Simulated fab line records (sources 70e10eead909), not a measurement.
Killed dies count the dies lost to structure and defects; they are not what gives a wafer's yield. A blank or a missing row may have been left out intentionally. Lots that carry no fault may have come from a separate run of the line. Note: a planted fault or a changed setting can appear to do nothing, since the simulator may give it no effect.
Chamber matching ; flow nand_harc ; NHARC_P_GATE_DEP_103 on pecvd-03: 3 sister chambers
The step deposits SiON, target thk 30 nm. 3 wafers are shown with their chamber, then 7 later ones without.

## EACH WAFER AND ITS CHAMBER
wafer;chamber;heater_power_w (W)
L318.5;1;545
L331.1;0;681
L331.3;2;611

## WAFERS WITHOUT THEIR CHAMBER
wafer;heater_power_w (W)
L331.5;672
L333.2;568
L333.4;553
L333.5;649
L334.3;633
L334.5;669
L334.6;651

## EACH ONE'S CHAMBER
wafer;from the rows above;in truth
L331.5;0;0
L333.2;can't be placed: 1 or 2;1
L333.4;1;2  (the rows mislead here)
L333.5;can't be placed: 0 or 2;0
L334.3;can't be placed: 2 or 0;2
L334.5;0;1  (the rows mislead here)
L334.6;can't be placed: 0 or 2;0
Placed correctly: 1 of 7. Can't be placed from these rows: 4 (the true chamber is among the candidates in 4). Number placed wrongly: 2.
How it was worked out, from the rows above alone: a wafer's distance from a chamber is the root of the sum, over the readings, of the square of ((its reading less the chamber's mean) divided by the reading's scatter). If the next closest chamber is less than 2 further off than the closest, the wafer can't be placed; otherwise it belongs to the closest. Each chamber's mean is taken over the wafers shown for it. The scatter: with one shown wafer a chamber, the root of the mean of the squares of how far each hidden wafer lies from its nearest shown one.
